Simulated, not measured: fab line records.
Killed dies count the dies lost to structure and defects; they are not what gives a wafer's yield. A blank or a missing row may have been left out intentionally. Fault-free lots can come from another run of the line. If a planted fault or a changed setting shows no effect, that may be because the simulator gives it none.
Chamber matching :: flow nand_harc :: 4 sister chambers for NHARC_A_CHANNEL_HOLE_D2_ETCH_44 on rie_diel-01
The step etches the open film in CF4/O2, target depth 140 nm, overetch 14 nm, time 77 s. 14 wafers are shown with their chamber, then 7 later ones without.

## WAFERS, EACH WITH ITS CHAMBER
wafer: L446.1
chamber: 1
drypump_motor_current_A (A): 5.5
showerhead_plenum_p_Torr (Torr): 1.29
rf_vpp_V (V): 197.5

wafer: L446.4
chamber: 3
drypump_motor_current_A (A): 6.5
showerhead_plenum_p_Torr (Torr): 1.30
rf_vpp_V (V): 194.4

wafer: L446.6
chamber: 3
drypump_motor_current_A (A): 6.5
showerhead_plenum_p_Torr (Torr): 1.30
rf_vpp_V (V): 197.6

wafer: L450.1
chamber: 2
drypump_motor_current_A (A): 5.4
showerhead_plenum_p_Torr (Torr): 1.34
rf_vpp_V (V): 197.7

wafer: L450.4
chamber: 1
drypump_motor_current_A (A): 5.6
showerhead_plenum_p_Torr (Torr): 1.29
rf_vpp_V (V): 196.6

wafer: L450.6
chamber: 3
drypump_motor_current_A (A): 6.5
showerhead_plenum_p_Torr (Torr): 1.30
rf_vpp_V (V): 196.1

wafer: L451.1
chamber: 0
drypump_motor_current_A (A): 6.4
showerhead_plenum_p_Torr (Torr): 1.42
rf_vpp_V (V): 199.9

wafer: L451.3
chamber: 1
drypump_motor_current_A (A): 5.5
showerhead_plenum_p_Torr (Torr): 1.29
rf_vpp_V (V): 197.2

wafer: L451.5
chamber: 3
drypump_motor_current_A (A): 6.5
showerhead_plenum_p_Torr (Torr): 1.30
rf_vpp_V (V): 196.3

wafer: L457.2
chamber: 1
drypump_motor_current_A (A): 5.5
showerhead_plenum_p_Torr (Torr): 1.29
rf_vpp_V (V): 197.4

wafer: L457.3
chamber: 0
drypump_motor_current_A (A): 6.4
showerhead_plenum_p_Torr (Torr): 1.42
rf_vpp_V (V): 200.6

wafer: L457.5
chamber: 1
drypump_motor_current_A (A): 5.5
showerhead_plenum_p_Torr (Torr): 1.29
rf_vpp_V (V): 196.6

wafer: L463.1
chamber: 2
drypump_motor_current_A (A): 5.4
showerhead_plenum_p_Torr (Torr): 1.33
rf_vpp_V (V): 198.7

wafer: L463.5
chamber: 3
drypump_motor_current_A (A): 6.5
showerhead_plenum_p_Torr (Torr): 1.30
rf_vpp_V (V): 197.9

SIGNATURES, as means of the wafers listed above
reading: drypump_motor_current_A
chamber 0: 6.400
chamber 1: 5.520
chamber 2: 5.400
chamber 3: 6.500
scatter within a chamber: 0.0283

reading: showerhead_plenum_p_Torr
chamber 0: 1.4200
chamber 1: 1.2900
chamber 2: 1.3350
chamber 3: 1.3000
scatter within a chamber: 0.00224

reading: rf_vpp_V
chamber 0: 200.250
chamber 1: 197.060
chamber 2: 198.200
chamber 3: 196.460
scatter within a chamber: 0.963
Rule: a wafer's distance from a chamber is the root of the sum, over the readings, of the square of ((its reading less the chamber's mean) divided by the reading's scatter). The wafer belongs to the nearest chamber; if the next one is less than 2 further off, it can't be placed. The scatter: take each reading less its chamber's mean, square it, sum over the shown wafers, divide by the number of wafers less the number of chambers, and take the root.

## WAFERS WITH NO CHAMBER GIVEN
wafer: L463.6
drypump_motor_current_A (A): 5.4
showerhead_plenum_p_Torr (Torr): 1.33
rf_vpp_V (V): 197.8

wafer: L465.3
drypump_motor_current_A (A): 6.5
showerhead_plenum_p_Torr (Torr): 1.30
rf_vpp_V (V): 197.8

wafer: L465.4
drypump_motor_current_A (A): 5.4
showerhead_plenum_p_Torr (Torr): 1.33
rf_vpp_V (V): 198.7

wafer: L465.5
drypump_motor_current_A (A): 6.5
showerhead_plenum_p_Torr (Torr): 1.30
rf_vpp_V (V): 197.4

wafer: L466.1
drypump_motor_current_A (A): 6.5
showerhead_plenum_p_Torr (Torr): 1.30
rf_vpp_V (V): 195.9

wafer: L466.3
drypump_motor_current_A (A): 5.4
showerhead_plenum_p_Torr (Torr): 1.33
rf_vpp_V (V): 197.3

wafer: L466.5
drypump_motor_current_A (A): 5.4
showerhead_plenum_p_Torr (Torr): 1.33
rf_vpp_V (V): 196.2

## WHICH CHAMBER EACH WENT THROUGH
wafer: L463.6
from the rows above: 2
in truth: 2

wafer: L465.3
from the rows above: 3
in truth: 3

wafer: L465.4
from the rows above: 2
in truth: 2

wafer: L465.5
from the rows above: 3
in truth: 3

wafer: L466.1
from the rows above: 3
in truth: 3

wafer: L466.3
from the rows above: 2
in truth: 2

wafer: L466.5
from the rows above: 2
in truth: 2
Placed correctly: 7 of 7. Number that these rows cannot place: 0. Wrongly placed: 0.
